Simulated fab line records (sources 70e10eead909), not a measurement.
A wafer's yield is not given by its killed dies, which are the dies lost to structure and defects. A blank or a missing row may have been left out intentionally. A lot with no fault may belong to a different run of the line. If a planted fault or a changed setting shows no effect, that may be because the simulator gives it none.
fab line records	flow nandHarc
record: lots: 6	wafers: 18	lastDay: 24
route steps=1159 shown A_CHANNEL_HOLE_D1@487 A_CHANNEL_FILL_D1@490 END@1159
lots with no fault: from the same line, run without faults
startH: hours from the record's opening day to when the first of the lot's shown wafers began	waitH: hours from the lot's prior step to this one	" identical to the entry in the row above	L1.1+2: a single row standing in for several wafers	- either no value or no given start	* or withheld: withheld	< > ~ a bound
route shown NAME@n: NAME is a module with steps in the file, n the number in the route of the first one	usual: mean/standard deviation taken from wafers without a fault	same: alike in all rows	chamber/n: place in a boat	sites: per-site readings	_std_site: the standard deviation of these	_edge_site: outer sites' mean less inner sites'	radiusMm: how far each site lies from the wafer's centre	mask NAME#n: copy n	behind: the tool/chamber that last shaped the wafer	hold: why the lot went on hold/how many hours it stayed there/how the hold came to an end	device: which transistor (n, p or np) failed to switch	end of line: the tests these same wafers got at the end of their route	a step without rows: its recipe alone	killed: dies lost to structure and defects at the first sort, not the wafer's yield	map: a wafer's dies, marking killed ones x, the rest . and places with no die _
set.NAME: the setting as run; set.NAME@STEP: as run at that earlier step	model.NAME: the simulator's own value behind a step, which no gauge read
certain route steps with their lots: each step a table, each wafer a row
services: from which hour (startH, from the record's first day; less than 0 if before it) a tool's chamber was out of use, for how many hours, and why
== steps ==
step: NHARC_A_CHANNEL_HOLE_D1_CD_MEAS_30
usual: cdNm: 90.2/0.87
lot.wafer	tool	chamber	startH	waitH	cdNm
L278.3	cdSem-01	-	190.03	-	90.8
L278.4	"	-	"	"	91.1
L278.6	"	-	"	"	90.9
L279.2	cdSem-03	-	190.47	0.1	89.9
L279.3	"	-	"	"	89.5
L279.6	"	-	"	"	89.8
L292.1	cdSem-03	-	262.33	-	91.0
L292.2	"	-	"	"	91.2
L292.4	"	-	"	"	91.8
L291.2	cdSem-03	-	277.67	-	90.7
L291.3	"	-	"	"	90.6
L291.5	"	-	"	"	90.5
L297.3	cdSem-01	-	288.63	-	89.2
L297.4	"	-	"	"	90.1
L297.5	"	-	"	"	90.5
L300.1	cdSem-03	-	319.83	-	90.6
L300.5	"	-	"	"	89.6
L300.6	"	-	"	"	88.5
step: NHARC_A_CHANNEL_HOLE_D1_XSEM_31
recipe: landingEnergyEv: 35000
usual: botCdNm: 74.8/0.98	bowNm: 8.63/0.26	tiltDeg: 0.09/0.042
lot.wafer	tool	chamber	startH	waitH	botCdNm	bowNm	tiltDeg
L278.3	xsem-01	0	190.11	0.1	75.5	8.51	0.06
L278.4	"	0	"	"	75.1	8.47	0.06
L278.6	"	0	"	"	74.8	8.53	0.06
L279.2	xsem-02	0	190.56	0.1	74.9	8.83	0.18
L279.3	"	0	"	"	74.0	8.89	0.18
L279.6	"	0	"	"	74.8	8.87	0.18
L292.1	xsem-02	0	262.43	0.1	76.2	8.48	0.09
L292.2	"	0	"	"	76.2	8.57	0.09
L292.4	"	0	"	"	76.6	8.62	0.09
L291.2	xsem-01	0	277.75	0.1	74.0	9.09	0.06
L291.3	"	0	"	"	73.7	9.06	0.06
L291.5	"	0	"	"	73.3	9.08	0.06
L297.3	xsem-01	0	288.72	0.1	73.7	8.21	0.10
L297.4	"	0	"	"	73.3	8.23	0.09
L297.5	"	0	"	"	75.4	8.20	0.09
L300.1	xsem-02	0	319.92	0.1	75.6	8.49	0.16
L300.5	"	0	"	"	75.5	8.49	0.16
L300.6	"	0	"	"	74.8	8.42	0.16
step: NHARC_A_CHANNEL_HOLE_D1_INSPECT_40
usual: rawDefectCount: 58/15
lot.wafer	tool	chamber	startH	waitH	rawDefectCount
L278.3	defectInspect-02	-	190.21	-	45
L278.4	"	-	"	"	40
L278.6	"	-	"	"	59
L279.2	defectInspect-01	-	190.66	-	43
L279.3	"	-	"	"	57
L279.6	"	-	"	"	92
L292.1	defectInspect-02	-	262.53	-	46
L292.2	"	-	"	"	72
L292.4	"	-	"	"	97
L291.2	defectInspect-02	-	277.85	-	45
L291.3	"	-	"	"	58
L291.5	"	-	"	"	41
L297.3	defectInspect-02	-	288.82	-	75
L297.4	"	-	"	"	43
L297.5	"	-	"	"	81
L300.1	defectInspect-02	-	320.02	-	47
L300.5	"	-	"	"	58
L300.6	"	-	"	"	51
step: NHARC_A_CHANNEL_FILL_D1_PRECLEAN_00
recipe: timeS: *	tempC: 50	bathAgeMin: 0	chemistry: SC1
step: NHARC_A_CHANNEL_FILL_D1_SRD_01
step: NHARC_A_CHANNEL_FILL_D1_ALD_02
recipe: targetThkA: 60	pulseTimeS: 10	aldCycles: 60	tempC: 300	material: SiO2
usual: heaterPowerW: 526/67	precursorPulseHeightRel: 0.999/0.017
lot.wafer	tool	chamber	startH	waitH	heaterPowerW	precursorPulseHeightRel
L278.3	aldHk-03	1	190.63	-	393	0.966
L278.4	"	2	"	"	450	1.004
L278.6	"	1	"	"	396	1.003
L279.3	aldHk-03	3	191.07	-	414	0.989
L279.2	"	0	"	"	394	0.989
L279.6	"	0	"	"	398	0.976
L292.1	aldHk-02	3	262.72	-	577	1.006
L292.4	"	0	"	"	583	0.978
L292.2	"	2	"	"	678	1.005
L291.3	aldHk-02	1	278.04	-	508	1.018
L291.2	"	0	"	"	573	0.997
L291.5	"	1	"	"	507	0.978
L297.3	aldHk-04	3	289.02	-	549	1.005
L297.4	"	0	"	"	553	0.996
L297.5	"	3	"	"	534	0.997
L300.1	aldHk-02	2	322.08	-	643	0.988
L300.5	"	2	"	"	632	0.997
L300.6	"	3	"	"	490	0.984
step: NHARC_A_CHANNEL_FILL_D1_ALD_03
recipe: targetThkA: 60	pulseTimeS: 60	aldCycles: 58	tempC: 630	pressureTorr: 2	material: SiNx
step: NHARC_A_CHANNEL_FILL_D1_ALD_14
recipe: targetThkA: 25	pulseTimeS: 10	aldCycles: 25	tempC: 300	material: SiO2
usual: heaterPowerW: 503/72	precursorPulseHeightRel: 0.999/0.02
lot.wafer	tool	chamber	startH	waitH	heaterPowerW	precursorPulseHeightRel
L278.4	aldHk-03	1	197.63	0.0	412	1.012
L278.3	"	0	"	"	388	1.020
L278.6	"	2	"	"	443	1.026
L279.2	aldHk-03	0	197.85	0.3	388	0.957
L279.3	"	1	"	"	417	1.016
L279.6	"	0	"	"	382	0.966
L292.2	aldHk-02	3	269.77	0.0	558	1.011
L292.4	"	0	"	"	561	1.006
L292.1	"	1	"	"	509	0.981
L291.3	aldHk-04	0	285.49	0.1	532	0.999
L291.2	"	2	"	"	516	0.984
L291.5	"	3	"	"	540	0.995
L297.4	aldHk-03	3	297.47	1.5	430	0.972
L297.3	"	1	"	"	405	1.001
L297.5	"	3	"	"	424	1.032
L300.1	aldHk-02	3	328.12	0.9	501	1.001
L300.5	"	0	"	"	546	0.982
L300.6	"	1	"	"	524	0.985
step: NHARC_A_CHANNEL_FILL_D1_ALD_15
recipe: targetThkA: 20	pulseTimeS: 60	aldCycles: 19	tempC: 630	pressureTorr: 2	material: SiNx
usual: precursorPulseHeightRel: 0.998/0.02
lot.wafer	tool	chamber	startH	waitH	precursorPulseHeightRel
L278.3	aldSinBatch-01	0	-	-	1.029
L278.4	"	0	"	"	0.956
L278.6	"	0	"	"	0.966
L279.2	aldSinBatch-01	0	-	-	0.957
L279.3	"	0	"	"	0.991
L279.6	"	0	"	"	1.025
L292.1	aldSinBatch-01	0	273.11	3.1	0.993
L292.2	"	0	"	"	0.990
L292.4	"	0	"	"	1.038
L291.2	aldSinBatch-01	0	-	-	0.999
L291.3	"	0	"	"	0.985
L291.5	"	0	"	"	0.992
L297.3	aldSinBatch-01	0	300.74	3.0	1.000
L297.4	"	0	"	"	0.978
L297.5	"	0	"	"	0.998
L300.1	aldSinBatch-01	0	-	-	0.965
L300.5	"	0	"	"	1.006
L300.6	"	0	"	"	1.014
step: NHARC_A_CHANNEL_FILL_D1_ALD_16
recipe: targetThkA: 15	pulseTimeS: 10	aldCycles: 15	tempC: 300	material: SiO2
step: NHARC_A_CHANNEL_FILL_D1_ANNEAL_17
recipe: tempC: 850	timeS: 1800
step: NHARC_A_CHANNEL_FILL_D1_CVD_18
recipe: targetThkA: 30	tempC: 550	material: poly-Si
step: NHARC_A_CHANNEL_FILL_D1_ETCHBACK_19
recipe: targetDepthA: 50	timeS: 1.7	hbrFlowSccm: 150	cl2FlowSccm: 50	rfW: 400	icpW: 400	biasW: 100	chemistry: HBr/Cl2
usual: chamberPressureMTorr: 15.003/0.015	drypumpMotorCurrentA: 5.7/0.37	oesProductAu: 0.999/0.0063	throttleValvePct: 26.406/0.0087
lot.wafer	tool	chamber	startH	waitH	chamberPressureMTorr	drypumpMotorCurrentA	oesProductAu	rfHoursCounterH	throttleValvePct
L278.3	rieSi-01	1	214.57	0.4	15.004	5.8	0.999	0.7	26.411
L278.4	"	2	"	"	15.005	5.6	0.996	0.8	26.397
L278.6	"	0	"	"	15.013	6.2	0.999	-	26.404
L279.2	rieSi-06	1	214.58	0.4	14.979	6.1	1.003	0.2	26.407
L279.3	"	3	"	"	14.979	5.7	1.001	0.1	26.409
L279.6	"	1	"	"	15.004	6.2	0.987	-	26.404
L292.4	rieSi-01	2	287.05	0.4	15.006	5.6	1.237	1.5	26.404
L292.1	"	3	"	"	15.002	5.0	1.242	1.3	26.400
L292.2	"	1	"	"	14.996	5.8	1.232	1.5	26.406
L291.3	rieSi-01	1	302.46	0.4	15.005	5.8	1.227	1.6	26.418
L291.2	"	3	"	"	15.013	5.0	1.233	1.4	26.414
L291.5	"	1	"	"	14.989	5.8	1.228	-	26.423
L297.3	rieSi-02	2	314.63	0.4	15.027	5.7	0.994	0.8	26.412
L297.4	"	3	"	"	14.993	6.1	1.002	0.8	26.406
L297.5	"	2	"	"	15.043	5.7	0.995	-	26.400
L300.1	rieSi-06	0	345.01	0.4	15.014	5.4	0.998	1.5	26.406
L300.5	"	1	"	"	14.993	6.2	1.001	-	26.392
L300.6	"	2	"	"	15.014	6.1	0.997	-	26.402
step: NHARC_A_CHANNEL_FILL_D1_ETCHBACK_20
recipe: targetDepthA: 270	timeS: 13.5	c4f8FlowSccm: withheld	o2FlowSccm: 8	arFlowSccm: withheld	rfW: 600	biasW: 1500	chemistry: C4F8/O2/Ar
usual: chamberPressureMTorr: 24.999/0.022	oesProductAu: 0.97/0.035	rfVppV: 976/5.2
lot.wafer	tool	chamber	startH	waitH	chamberPressureMTorr	oesProductAu	rfHoursCounterH	rfVppV
L278.3	rieDiel-07	2	214.69	-	25.009	0.91	29	968
L278.4	"	1	"	"	24.976	0.92	22	980
L278.6	"	2	"	"	25.011	0.93	-	968
L279.3	rieDiel-12	0	214.71	-	24.999	1.00	0	982
L279.2	"	1	"	"	25.017	1.00	0	972
L279.6	"	0	"	"	24.981	1.00	-	984
L292.1	rieDiel-03	3	287.18	-	25.039	1.00	3	976
L292.4	"	0	"	"	25.009	1.00	3	980
L292.2	"	2	"	"	24.985	1.00	3	983
L291.2	rieDiel-12	1	302.59	-	24.989	0.93	2	973
L291.3	"	0	"	"	25.007	0.91	2	981
L291.5	"	1	"	"	25.009	0.92	-	971
L297.3	rieDiel-03	2	314.75	-	25.002	0.93	3	984
L297.4	"	3	"	"	25.018	0.94	3	977
L297.5	"	3	"	"	25.022	0.93	-	974
L300.1	rieDiel-03	1	345.12	-	25.021	0.93	5	970
L300.5	"	3	"	"	24.974	0.93	-	975
L300.6	"	0	"	"	25.003	0.94	-	978
step: NHARC_END_SORT_01
recipe: tempC: 25
usual: killedAtArray: 26/8.6	killedAtOther: 0.7/0.97	killedAtPeriphery: 3.2/2.2	killedDies: 30/8.9	killedOpen: 3.1/1.8	killedShort: 2.2/1.8
same: grossDies: 677
lot.wafer	tool	chamber	startH	waitH	killedAtArray	killedAtOther	killedAtPeriphery	killedDies	killedOpen	killedShort
L291.2	prober-02	0	533.53	2.8	25	0	1	26	5	2
L291.3	prober-02	0	534.32	3.1	33	0	3	36	4	2
L291.5	prober-02	0	535.91	3.7	17	1	4	22	3	7
killed by level:class
L291.2 A_SLIT:chamberFilmFlake=15 A_WL_FILL:geometricParticle:short=2 A_CHANNEL_HOLE_D1:chamberFilmFlake=2 P_CONTACT:geometricParticle:open=1 A_CHANNEL_FILL_D1:geometricParticle:open=1 A_WL_FILL:geometricParticle:open=1 A_CONTACT:geometricParticle:open=1 A_BLC:geometricParticle:open=1
L291.3 A_SLIT:chamberFilmFlake=17 A_CHANNEL_HOLE_D1:chamberFilmFlake=8 A_CONTACT:chamberFilmFlake=2 P_CONTACT:geometricParticle:short=1 A_STAIRCASE:geometricParticle:open=1 A_SGD_CUT:geometricParticle:short=1 A_SGD_CUT:geometricParticle:open=1 A_WL_FILL:geometricParticle:open=1
L291.5 A_SLIT:chamberFilmFlake=6 P_M1:geometricParticle:short=3 A_CHANNEL_HOLE_D1:geometricParticle:short=2 A_WL_FILL:geometricParticle:short=2 A_CHANNEL_HOLE_D1:chamberFilmFlake=2 A_WL_FILL:geometricParticle:open=1 A_M1:geometricParticle:open=1 A_BONDPAD:geometricParticle:open=1
== services ==
tool	chamber	startH	hours	kind
rieSi-02	2	166.22	7.8	repair
rieDiel-07	1	176.00	37.6	repair
rieSi-06	-	183.00	9.0	pm
aldHk-04	-	186.22	10.0	pm
rieDiel-03	0	189.17	13.7	repair
xsem-02	-	191.12	4.5	repair
rieDiel-12	2	191.35	4.2	repair
rieSi-06	-	192.54	0.1	repair
rieSi-01	3	198.63	5.0	repair
rieDiel-12	-	202.49	9.0	pm
rieSi-02	1	210.89	4.6	repair
rieSi-02	-	211.00	9.0	pm
rieDiel-03	-	215.33	9.0	pm
rieDiel-07	3	220.56	8.0	repair
rieSi-06	3	226.62	2.8	repair
rieDiel-07	-	228.20	9.0	pm
aldHk-04	-	233.21	2.0	repair
rieSi-06	-	247.70	1.1	repair
rieDiel-12	-	262.20	0.7	repair
rieSi-06	3	269.21	16.0	repair
rieDiel-07	3	299.84	4.3	repair
xsem-02	-	302.00	14.0	pm
rieSi-01	-	304.00	9.0	pm
aldHk-03	-	325.57	10.0	pm
== key ==
firstSign: step: NHARC_A_CHANNEL_FILL_D1_ETCHBACK_19	reading: oesProductAu	direction: up	sigmas: 37	usual: 0.999	struck: 1.233
effect none on later readings
metAt NHARC_A_CHANNEL_FILL_D1_ETCHBACK_19
struckWafers L291.2,L291.3,L291.5,L292.1,L292.2,L292.4
testerLeftOut L291,L292
onsetBetween 214.57 287.05
fault: kind: processParameterDrift	tool: rieSi-01	chamber: -	onsetH: 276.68	steps: NHARC_A_CHANNEL_FILL_D1_ETCHBACK_19	channel: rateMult	offset: 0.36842	shape: step	endH: 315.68
testerLeftOut: of these lots the tester's yield and bins aren't shown, on N5 and GAA mostly nor the transistor test; their killed dies are dies lost to structure and defects alone, not to doping, threshold or leakage, so they don't give the yield
